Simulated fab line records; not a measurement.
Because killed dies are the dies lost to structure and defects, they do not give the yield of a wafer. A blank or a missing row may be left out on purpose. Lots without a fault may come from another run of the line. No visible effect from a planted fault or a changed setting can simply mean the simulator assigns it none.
fab line records | flow nandHarc | part 1 of 2: steps 1 to 30 of 44
record: lots: 5 wafers: 15 lastDay: 32
route steps=1302 shown A_DECK1_JOINT@535 A_ONON_D2@545 A_CHANNEL_HOLE_D2@570
lots untouched by any fault: they come from a run of this same line in which no faults occurred
startH: hours from the record's first day to the start of the lot's first wafer shown | waitH: hours since the lot's step before | " unchanged from the row above | L1.1+2: one row covering several wafers at once | - no value present, or no start provided | * or withheld: withheld | < > ~ a bound
route shown NAME@n: NAME is a module with steps in the file, n the number in the route of the first one | usual: average and standard deviation across the fault-free wafers | same: alike in all rows | chamber/n: place in a boat | sites: per-site readings | _std_site: the values' standard deviation | _edge_site: the outer-site mean with the inner-site mean subtracted | radiusMm: for every site, how far away it sits from the centre of the wafer | mask NAME#n: copy n | behind: tool/chamber where the wafer was last shaped | hold: what put the lot on hold/how long, in hours/how the hold closed | device: which transistor (n, p or np) failed to switch | end of line: the tests these same wafers got at the end of their route | a step given without rows: its recipe and nothing more | killed: the dies lost at the first sort to structure and to defects; this is not the yield of the wafer | map: shows each die of a wafer: x if killed, . if not, _ if none is there
set.NAME: the run value of the setting; set.NAME@STEP: its run value at that earlier step | model.NAME: the simulator's own value behind a step, which no gauge read
lots at some steps of the route; a table a step, a row a wafer
services: from which hour (startH, from the record's first day; less than 0 if before it) a tool's chamber was out of use, for how many hours, and why
== steps ==
step: NHARC_A_DECK1_JOINT_CURE_26
recipe: tempC: 150 timeS: 32 pressureAtm: 0.395
columns lot.wafer tool chamber startH waitH
L081.1+3+6 fcvd-02 1 334.13 0.2
L082.2+5+6 fcvd-01 1,1,0 334.13 0.1
L085.3+4+5 fcvd-01 1,0,1 359.56 0.1
L092.2+3+6 fcvd-01 1,1,0 427.86 0.1
L094.1+3+6 fcvd-01 1,0,0 463.14 0.2
step: NHARC_A_DECK1_JOINT_ANNEAL_27
recipe: tempC: 400 timeS: 3600 idleTempC: 300 rampUpCPerMin: 10 densificationPH2oTorr: 640
usual: spikeTcCentreC: 400.6/1.7 spikeTcLowerC: 400.7/1.2 zonePowerUpperPct: 4.32/0.11
columns lot.wafer tool chamber startH waitH spikeTcCentreC spikeTcLowerC zonePowerUpperPct
L081.1 furnace-01 0 336.85 2.7 401.6 400.6 4.28
L081.3 " 0 " " 399.4 400.3 4.22
L081.6 " 0 " " 402.2 400.6 4.37
L082.2 furnace-01 0 336.85 2.7 401.3 401.2 4.25
L082.5 " 0 " " 401.1 400.5 4.27
L082.6 " 0 " " 401.3 402.3 4.30
L085.3 furnace-01 0 362.25 2.7 402.7 400.4 4.24
L085.4 " 0 " " 401.7 401.4 4.30
L085.5 " 0 " " 401.8 402.6 4.26
L092.2 furnace-07 0 432.85 5.0 398.7 400.4 4.49
L092.3 " 0 " " 398.7 399.0 4.46
L092.6 " 0 " " 396.4 396.6 4.42
L094.1 furnace-04 0 466.47 3.3 401.2 399.6 4.14
L094.3 " 0 " " 398.8 401.5 4.26
L094.6 " 0 " " 399.9 399.3 4.24
step: NHARC_A_DECK1_JOINT_ANNEAL_28
recipe: tempC: 500 timeS: 1800 idleTempC: 400 rampUpCPerMin: 10 densificationPH2oTorr: 640
usual: spikeTcCentreC: 500.5/1.7 spikeTcLowerC: 500.8/1.2 zonePowerUpperPct: 6.06/0.15
columns lot.wafer tool chamber startH waitH spikeTcCentreC spikeTcLowerC zonePowerUpperPct
L081.1 furnace-01 0 341.19 2.6 503.0 502.3 6.08
L081.3 " 0 " " 501.3 501.0 6.02
L081.6 " 0 " " 502.8 501.0 6.01
L082.2 furnace-01 0 341.19 2.6 500.0 502.7 6.05
L082.5 " 0 " " 502.5 502.1 5.96
L082.6 " 0 " " 499.7 502.0 6.09
L085.3 furnace-01 0 367.77 3.8 500.5 502.6 6.02
L085.4 " 0 " " 502.0 502.0 6.03
L085.5 " 0 " " 502.1 499.5 5.96
L092.2 furnace-07 0 440.53 5.9 498.3 500.2 6.28
L092.3 " 0 " " 497.3 498.9 6.24
L092.6 " 0 " " 496.6 499.5 6.21
L094.1 furnace-04 0 472.58 4.4 500.0 500.1 5.74
L094.3 " 0 " " 499.6 499.6 5.88
L094.6 " 0 " " 499.2 498.7 5.77
step: NHARC_A_DECK1_JOINT_ANNEAL_29
recipe: tempC: 750 timeS: 1800 idleTempC: 500 rampUpCPerMin: 10 rampDownCPerMin: 3
usual: spikeTcCentreC: 750.4/1.8 spikeTcLowerC: 750.9/1.1 zonePowerUpperPct: 12.4/0.32
columns lot.wafer tool chamber startH waitH spikeTcCentreC spikeTcLowerC zonePowerUpperPct
L081.1 furnace-01 0 344.43 2.6 750.4 750.5 12.3
L081.3 " 0 " " 752.7 750.7 12.2
L081.6 " 0 " " 752.9 749.8 12.5
L082.2 furnace-01 0 344.43 2.6 751.1 751.8 12.3
L082.5 " 0 " " 751.6 751.3 12.3
L082.6 " 0 " " 753.1 751.0 12.4
L085.3 furnace-01 0 371.01 2.6 752.3 750.9 12.0
L085.4 " 0 " " 753.0 750.6 12.1
L085.5 " 0 " " 752.4 751.3 12.4
L092.2 furnace-07 0 444.88 3.7 748.9 751.5 12.9
L092.3 " 0 " " 746.3 751.4 13.0
L092.6 " 0 " " 747.0 749.7 12.7
L094.1 furnace-04 0 476.39 3.1 749.0 750.9 11.8
L094.3 " 0 " " 749.0 751.1 12.1
L094.6 " 0 " " 749.3 751.5 12.2
step: NHARC_A_DECK1_JOINT_CMP_02
recipe: material: SiOx
usual: edgeZonePressureFrac: 1.001/0.0049 motorCurrentA: 12.7/1.6
columns lot.wafer tool chamber startH waitH edgeZonePressureFrac motorCurrentA
L082.2 cmp-02 2 347.15 0.4 0.996 13.2
L082.5 " 1 " " 1.004 13.0
L082.6 " 2 " " 1.003 12.1
L081.1 cmp-03 3 347.18 0.4 1.008 14.9
L081.3 " 0 " " 1.003 11.4
L081.6 " 2 " " 0.997 11.1
L085.4 cmp-03 0 373.70 0.4 1.010 11.9
L085.3 " 3 " " 1.004 15.4
L085.5 " 1 " " 1.004 12.5
L092.3 cmp-02 3 447.58 0.4 1.004 13.1
L092.2 " 2 " " 0.998 12.5
L092.6 " 3 " " 1.009 13.3
L094.1 cmp-02 1 479.09 0.4 1.005 13.8
L094.3 " 2 " " 0.998 12.6
L094.6 " 3 " " 0.996 12.6
step: NHARC_A_DECK1_JOINT_SRD_15
columns lot.wafer tool chamber startH waitH
L081.3+6+1 wetBench-03 3,7,0 347.42 0.0
L082.5+2+6 wetBench-02 7,0,1 347.43 0.0
L085.5+4+3 wetBench-09 7,1,2 374.00 0.0
L092.6+2+3 wetBench-09 4,0,1 447.87 0.0
L094.1+6+3 wetBench-02 1,2,5 479.35 0.0
step: NHARC_A_DECK1_JOINT_DEP_16
recipe: targetThkA: 450 tempC: 400 pressureTorr: 6.5 rfW: 900 teosFlowSccm: 161.4 flowSccm: 2650 targetThkNm: 45 gas: O2 material: SiO2
usual: heaterPowerW: 528/92 throttleValvePct: 15.8/0.45
columns lot.wafer tool chamber startH waitH heaterPowerW throttleValvePct
L082.2 pecvd-03 2 347.51 0.1 659 16.9
L082.5 " 0 " " 457 15.8
L082.6 " 1 " " 392 16.3
L081.3 pecvd-01 2 347.57 0.1 486 15.1
L081.1 " 0 " " 720 15.6
L081.6 " 1 " " 394 15.4
L085.3 pecvd-02 1 374.09 0.1 587 15.9
L085.4 " 2 " " 549 16.3
L085.5 " 0 " " 521 15.3
L092.2 pecvd-02 1 447.97 0.1 584 15.8
L092.3 " 2 " " 524 16.4
L092.6 " 0 " " 534 15.8
L094.3 pecvd-03 0 479.44 0.1 458 15.6
L094.1 " 1 " " 440 15.9
L094.6 " 0 " " 468 15.3
step: NHARC_A_DECK1_JOINT_THK_MEAS_17
recipe: thkMeasGauge: ellipsometry
usual: thkNm: 45.2/1.1
columns lot.wafer tool chamber startH waitH thkNm
L082.2 filmMetro-01 - 347.79 0.3 43.2
L082.5 " - " " 44.1
L082.6 " - " " 45.5
L081.1 filmMetro-01 - 347.82 0.2 44.3
L081.3 " - " " 44.6
L081.6 " - " " 46.4
L085.3 filmMetro-01 - 374.37 0.3 44.2
L085.4 " - " " 46.5
L085.5 " - " " 47.1
L092.2 filmMetro-01 - 448.25 0.3 44.1
L092.3 " - " " 44.5
L092.6 " - " " 46.1
L094.1 filmMetro-01 - 479.71 0.2 44.5
L094.3 " - " " 45.5
L094.6 " - " " 46.7
step: NHARC_A_DECK1_JOINT_INSPECT_05
usual: rawDefectCount: 323/130
columns lot.wafer tool chamber startH waitH rawDefectCount
L082.2 defectInspect-01 - 347.83 0.0 437
L082.5 " - " " 333
L082.6 " - " " 429
L081.1 defectInspect-02 - 347.86 0.0 435
L081.3 " - " " 598
L081.6 " - " " 356
L085.3 defectInspect-02 - 374.43 0.1 243
L085.4 " - " " 196
L085.5 " - " " 298
L092.2 defectInspect-01 - 448.28 0.0 393
L092.3 " - " " 757
L092.6 " - " " 314
L094.1 defectInspect-01 - 479.75 0.0 502
L094.3 " - " " 284
L094.6 " - " " 216
step: NHARC_A_ONON_D2_DEP_00
recipe: targetThkA: 10000 n2FlowSccm: 2750 n2oFlowSccm: 2000 nh3FlowSccm: 500 sih4FlowSccm: 210 tempC: 400
columns lot.wafer tool chamber startH waitH
L081.1+3+6 pecvdOnon-04 0 347.93 0.1
L082.2+5+6 pecvdOnon-02 0 347.95 0.1
L085.3+4+5 pecvdOnon-03 0 374.61 0.2
L092.2+3+6 pecvdOnon-02 0 448.41 0.1
L094.1+3+6 pecvdOnon-03 0 479.82 0.1
step: NHARC_A_ONON_D2_THK_MEAS_02
recipe: thkMeasGauge: ellipsometry
usual: thkNm: 1002/8.3
columns lot.wafer tool chamber startH waitH thkNm
L082.2 filmMetro-02 - 348.41 - 1001
L082.5 " - " " 1002
L082.6 " - " " 1003
L081.1 filmMetro-01 - 348.43 - 999
L081.3 " - " " 1000
L081.6 " - " " 998
L085.3 filmMetro-01 - 375.01 - 1012
L085.4 " - " " 1011
L085.5 " - " " 1013
L092.2 filmMetro-02 - 448.86 - 1010
L092.3 " - " " 1010
L092.6 " - " " 1009
L094.1 filmMetro-02 - 480.33 - 1005
L094.3 " - " " 1005
L094.6 " - " " 1005
step: NHARC_A_ONON_D2_DEP_03
recipe: targetThkA: 10000 n2FlowSccm: 2750 n2oFlowSccm: 2000 nh3FlowSccm: 500 sih4FlowSccm: 210 tempC: 400
columns lot.wafer tool chamber startH waitH
L081.1+3+6 pecvdOnon-04 0 348.49 0.1
L082.2+5+6 pecvdOnon-02 0 348.52 0.1
L085.3+4+5 pecvdOnon-04 0 375.31 0.3
L092.2+3+6 pecvdOnon-04 0 448.97 0.1
L094.1+3+6 pecvdOnon-03 0 480.39 0.1
step: NHARC_A_ONON_D2_THK_MEAS_05
recipe: thkMeasGauge: ellipsometry
usual: thkNm: 1000/15
columns lot.wafer tool chamber startH waitH thkNm
L082.2 filmMetro-01 - 348.97 - 965
L082.5 " - " " 965
L082.6 " - " " 966
L081.1 filmMetro-02 - 349.00 - 985
L081.3 " - " " 987
L081.6 " - " " 987
L085.3 filmMetro-01 - 375.70 - 1014
L085.4 " - " " 1013
L085.5 " - " " 1014
L092.2 filmMetro-02 - 449.42 - 1020
L092.3 " - " " 1021
L092.6 " - " " 1022
L094.1 filmMetro-02 - 480.90 - 995
L094.3 " - " " 996
L094.6 " - " " 995
step: NHARC_A_ONON_D2_DEP_06
recipe: targetThkA: 10000 n2FlowSccm: 2750 n2oFlowSccm: 2000 nh3FlowSccm: 500 sih4FlowSccm: 210 tempC: 400
columns lot.wafer tool chamber startH waitH
L081.1+3+6 pecvdOnon-04 0 349.05 0.1
L082.2+5+6 pecvdOnon-02 0 349.08 0.1
L085.3+4+5 pecvdOnon-03 0 375.88 0.2
L092.2+3+6 pecvdOnon-02 0 449.54 0.1
L094.1+3+6 pecvdOnon-03 0 480.95 0.1
step: NHARC_A_ONON_D2_THK_MEAS_08
recipe: thkMeasGauge: ellipsometry
usual: thkNm: 1000/10
columns lot.wafer tool chamber startH waitH thkNm
L082.2 filmMetro-01 - 349.53 - 1015
L082.5 " - " " 1013
L082.6 " - " " 1013
L081.1 filmMetro-02 - 349.56 - 995
L081.3 " - " " 997
L081.6 " - " " 995
L085.3 filmMetro-01 - 376.27 - 1010
L085.4 " - " " 1013
L085.5 " - " " 1011
L092.2 filmMetro-02 - 449.99 - 988
L092.3 " - " " 988
L092.6 " - " " 987
L094.1 filmMetro-01 - 481.46 - 985
L094.3 " - " " 986
L094.6 " - " " 985
step: NHARC_A_ONON_D2_DEP_09
recipe: targetThkA: 10000 n2FlowSccm: 2750 n2oFlowSccm: 2000 nh3FlowSccm: 500 sih4FlowSccm: 210 tempC: 400
columns lot.wafer tool chamber startH waitH
L081.1+3+6 pecvdOnon-04 0 349.62 0.1
L082.2+5+6 pecvdOnon-02 0 349.65 0.1
L085.3+4+5 pecvdOnon-04 0 376.45 0.2
L092.2+3+6 pecvdOnon-02 0 450.10 0.1
L094.1+3+6 pecvdOnon-02 0 481.52 0.1
step: NHARC_A_ONON_D2_THK_MEAS_11
recipe: thkMeasGauge: ellipsometry
usual: thkNm: 1003/10
columns lot.wafer tool chamber startH waitH thkNm
L082.2 filmMetro-02 - 350.10 - 1001
L082.5 " - " " 998
L082.6 " - " " 1001
L081.1 filmMetro-01 - 350.13 - 1017
L081.3 " - " " 1019
L081.6 " - " " 1018
L085.3 filmMetro-01 - 376.84 - 1010
L085.4 " - " " 1011
L085.5 " - " " 1011
L092.2 filmMetro-02 - 450.56 - 1009
L092.3 " - " " 1009
L092.6 " - " " 1010
L094.1 filmMetro-02 - 482.03 - 996
L094.3 " - " " 997
L094.6 " - " " 996
step: NHARC_A_ONON_D2_DEP_12
recipe: targetThkA: 10000 n2FlowSccm: 2750 n2oFlowSccm: 2000 nh3FlowSccm: 500 sih4FlowSccm: 210 tempC: 400
columns lot.wafer tool chamber startH waitH
L081.1+3+6 pecvdOnon-04 0 350.19 0.1
L082.2+5+6 pecvdOnon-02 0 350.21 0.1
L085.3+4+5 pecvdOnon-03 0 377.01 0.2
L092.2+3+6 pecvdOnon-02 0 450.67 0.1
L094.1+3+6 pecvdOnon-04 0 482.09 0.1
step: NHARC_A_ONON_D2_THK_MEAS_14
recipe: thkMeasGauge: ellipsometry
usual: thkNm: 998/8.1
columns lot.wafer tool chamber startH waitH thkNm
L082.2 filmMetro-01 - 350.66 - 995
L082.5 " - " " 994
L082.6 " - " " 992
L081.1 filmMetro-02 - 350.69 - 988
L081.3 " - " " 990
L081.6 " - " " 989
L085.3 filmMetro-01 - 377.41 - 982
L085.4 " - " " 980
L085.5 " - " " 982
L092.2 filmMetro-01 - 451.12 - 991
L092.3 " - " " 989
L092.6 " - " " 990
L094.1 filmMetro-01 - 482.60 - 1004
L094.3 " - " " 1003
L094.6 " - " " 1002
step: NHARC_A_ONON_D2_ANNEAL_15
recipe: tempC: 750 timeS: 3600
usual: spikeTcCentreC: 751.3/2 spikeTcLowerC: 751.3/1 zonePowerUpperPct: 12.0/0.87
columns lot.wafer tool chamber startH waitH spikeTcCentreC spikeTcLowerC zonePowerUpperPct
L081.1 furnace-05 0 354.06 3.4 752.1 752.1 11.6
L081.3 " 0 " " 754.5 750.7 11.5
L081.6 " 0 " " 754.5 751.0 11.3
L082.2 furnace-05 0 354.06 3.4 751.6 751.4 11.5
L082.5 " 0 " " 752.9 753.0 11.5
L082.6 " 0 " " 752.4 751.8 11.2
L085.3 furnace-06 0 380.38 3.0 748.7 752.0 13.2
L085.4 " 0 " " 748.2 750.2 13.0
L085.5 " 0 " " 748.0 749.9 12.8
L092.2 furnace-05 0 454.51 3.4 753.0 751.5 11.3
L092.3 " 0 " " 751.8 752.1 11.2
L092.6 " 0 " " 754.5 751.8 11.2
L094.1 furnace-05 0 485.98 3.4 752.8 752.1 11.2
L094.3 " 0 " " 751.8 752.4 11.4
L094.6 " 0 " " 753.4 750.9 11.3
step: NHARC_A_ONON_D2_DEP_16
recipe: targetThkA: 10000 n2FlowSccm: 2750 n2oFlowSccm: 2000 nh3FlowSccm: 500 sih4FlowSccm: 210 tempC: 400
columns lot.wafer tool chamber startH waitH
L081.1+3+6 pecvdOnon-02 0 357.80 0.4
L082.2+5+6 pecvdOnon-04 0 357.86 0.4
L085.3+4+5 pecvdOnon-03 0 384.40 0.5
L092.2+3+6 pecvdOnon-02 0 458.37 0.4
L094.1+3+6 pecvdOnon-04 0 489.74 0.4
step: NHARC_A_ONON_D2_THK_MEAS_18
recipe: thkMeasGauge: ellipsometry
usual: thkNm: 1000/9.9
columns lot.wafer tool chamber startH waitH thkNm
L082.2 filmMetro-02 - 358.31 - 999
L082.5 " - " " 997
L082.6 " - " " 997
L081.1 filmMetro-01 - 358.32 - 1009
L081.3 " - " " 1007
L081.6 " - " " 1008
L085.3 filmMetro-01 - 384.81 - 1010
L085.4 " - " " 1009
L085.5 " - " " 1009
L092.2 filmMetro-02 - 458.83 - 1010
L092.3 " - " " 1009
L092.6 " - " " 1009
L094.1 filmMetro-02 - 490.25 - 983
L094.3 " - " " 983
L094.6 " - " " 983
step: NHARC_A_ONON_D2_DEP_19
recipe: targetThkA: 10000 n2FlowSccm: 2750 n2oFlowSccm: 2000 nh3FlowSccm: 500 sih4FlowSccm: 210 tempC: 400
columns lot.wafer tool chamber startH waitH
L081.1+3+6 pecvdOnon-04 0 358.37 0.1
L082.2+5+6 pecvdOnon-03 0 358.43 0.1
L085.3+4+5 pecvdOnon-04 0 384.98 0.2
L092.2+3+6 pecvdOnon-03 0 458.94 0.1
L094.1+3+6 pecvdOnon-02 0 490.31 0.1
step: NHARC_A_ONON_D2_THK_MEAS_21
recipe: thkMeasGauge: ellipsometry
usual: thkNm: 998/11
columns lot.wafer tool chamber startH waitH thkNm
L082.2 filmMetro-02 - 358.88 - 992
L082.5 " - " " 995
L082.6 " - " " 994
L081.1 filmMetro-01 - 358.88 - 1021
L081.3 " - " " 1019
L081.6 " - " " 1022
L085.3 filmMetro-01 - 385.37 - 991
L085.4 " - " " 992
L085.5 " - " " 991
L092.2 filmMetro-01 - 459.39 - 983
L092.3 " - " " 983
L092.6 " - " " 980
L094.1 filmMetro-02 - 490.82 - 986
L094.3 " - " " 988
L094.6 " - " " 985
step: NHARC_A_ONON_D2_DEP_22
recipe: targetThkA: 10000 n2FlowSccm: 2750 n2oFlowSccm: 2000 nh3FlowSccm: 500 sih4FlowSccm: 210 tempC: 400
columns lot.wafer tool chamber startH waitH
L081.1+3+6 pecvdOnon-03 0 358.94 0.1
L082.2+5+6 pecvdOnon-02 0 358.99 0.1
L085.3+4+5 pecvdOnon-04 0 385.55 0.2
L092.2+3+6 pecvdOnon-04 0 459.50 0.1
L094.1+3+6 pecvdOnon-04 0 490.87 0.1
step: NHARC_A_ONON_D2_THK_MEAS_24
recipe: thkMeasGauge: ellipsometry
usual: thkNm: 998/11
columns lot.wafer tool chamber startH waitH thkNm
L082.2 filmMetro-02 - 359.44 - 976
L082.5 " - " " 975
L082.6 " - " " 975
L081.1 filmMetro-01 - 359.45 - 993
L081.3 " - " " 993
L081.6 " - " " 992
L085.3 filmMetro-01 - 385.97 - 992
L085.4 " - " " 992
L085.5 " - " " 994
L092.2 filmMetro-01 - 459.95 - 1015
L092.3 " - " " 1016
L092.6 " - " " 1015
L094.1 filmMetro-01 - 491.38 - 995
L094.3 " - " " 993
L094.6 " - " " 994
step: NHARC_A_ONON_D2_DEP_25
recipe: targetThkA: 10000 n2FlowSccm: 2750 n2oFlowSccm: 2000 nh3FlowSccm: 500 sih4FlowSccm: 210 tempC: 400
columns lot.wafer tool chamber startH waitH
L081.1+3+6 pecvdOnon-02 0 359.51 0.1
L082.2+5+6 pecvdOnon-04 0 359.56 0.1
L085.3+4+5 pecvdOnon-04 0 386.14 0.2
L092.2+3+6 pecvdOnon-03 0 460.07 0.1
L094.1+3+6 pecvdOnon-03 0 491.44 0.1
step: NHARC_A_ONON_D2_THK_MEAS_27
recipe: thkMeasGauge: ellipsometry
usual: thkNm: 997/9.5
columns lot.wafer tool chamber startH waitH thkNm
L082.2 filmMetro-01 - 360.01 - 986
L082.5 " - " " 984
L082.6 " - " " 985
L081.1 filmMetro-02 - 360.02 - 1013
L081.3 " - " " 1014
L081.6 " - " " 1012
L085.3 filmMetro-01 - 386.56 - 1000
L085.4 " - " " 1003
L085.5 " - " " 1002
L092.2 filmMetro-01 - 460.51 - 981
L092.3 " - " " 979
L092.6 " - " " 980
L094.1 filmMetro-01 - 491.94 - 1001
L094.3 " - " " 1002
L094.6 " - " " 1004
step: NHARC_A_ONON_D2_DEP_28
recipe: targetThkA: 10000 n2FlowSccm: 2750 n2oFlowSccm: 2000 nh3FlowSccm: 500 sih4FlowSccm: 210 tempC: 400
columns lot.wafer tool chamber startH waitH
L081.1+3+6 pecvdOnon-04 0 360.07 0.1
L082.2+5+6 pecvdOnon-03 0 360.13 0.1
L085.3+4+5 pecvdOnon-04 0 386.74 0.2
L092.2+3+6 pecvdOnon-02 0 460.63 0.1
L094.1+3+6 pecvdOnon-02 0 491.99 0.1
step: NHARC_A_ONON_D2_THK_MEAS_30
recipe: thkMeasGauge: ellipsometry
usual: thkNm: 1000/8.8
columns lot.wafer tool chamber startH waitH thkNm
L082.2 filmMetro-02 - 360.58 - 1006
L082.5 " - " " 1006
L082.6 " - " " 1008
L081.1 filmMetro-01 - 360.58 - 1019
L081.3 " - " " 1018
L081.6 " - " " 1018
L085.3 filmMetro-01 - 387.14 - 988
L085.4 " - " " 989
L085.5 " - " " 987
L092.2 filmMetro-02 - 461.09 - 1007
L092.3 " - " " 1011
L092.6 " - " " 1008
L094.1 filmMetro-02 - 492.50 - 1002
L094.3 " - " " 1003
L094.6 " - " " 1004
